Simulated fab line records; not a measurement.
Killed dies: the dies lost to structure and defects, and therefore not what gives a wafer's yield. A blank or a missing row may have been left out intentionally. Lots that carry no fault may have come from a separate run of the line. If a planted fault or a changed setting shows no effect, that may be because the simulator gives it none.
Chamber matching	flow n5Finfet	4 sister chambers for N5_BEOL_M8_ETCH_62 on rieDiel-03
The step etches SOC in N2/H2, target depth 110 nm, overetch 22 nm, time 165 s. 4 wafers are shown with their chamber, then 9 later ones without.

WAFERS, EACH WITH ITS CHAMBER
wafer	chamber	drypumpMotorCurrentA (A)
L087.3	1	6.3
L087.5	3	5.5
L091.2	2	5.3
L091.6	0	5.8

WAFERS WHOSE CHAMBER IS MISSING
wafer	drypumpMotorCurrentA (A)
L092.1	5.8
L092.4	5.5
L092.6	5.4
L095.4	5.4
L095.5	5.8
L095.6	6.3
L097.1	5.8
L097.4	5.3
L097.5	5.8

WHICH CHAMBER EACH ONE RAN IN
wafer	from the rows above	in truth
L092.1	0	0
L092.4	3	3
L092.6	can't be placed: 3 or 2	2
L095.4	can't be placed: 3 or 2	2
L095.5	0	0
L095.6	1	1
L097.1	0	0
L097.4	2	2
L097.5	0	0
7 of 9 placed correctly. Not placeable from these rows: 2 (in 2, the candidates include the true chamber). Placed wrongly: 0.
How it was worked out, from the rows above alone: a wafer's distance from a chamber is the root of the sum, over the readings, of the square of ((its reading less the chamber's mean) divided by the reading's scatter). If the next closest chamber is less than 2 further off than the closest, the wafer can't be placed; otherwise it belongs to the closest. Each chamber's mean is taken over the wafers shown for it. The scatter: with one shown wafer a chamber, the root of the mean of the squares of how far each hidden wafer lies from its nearest shown one.
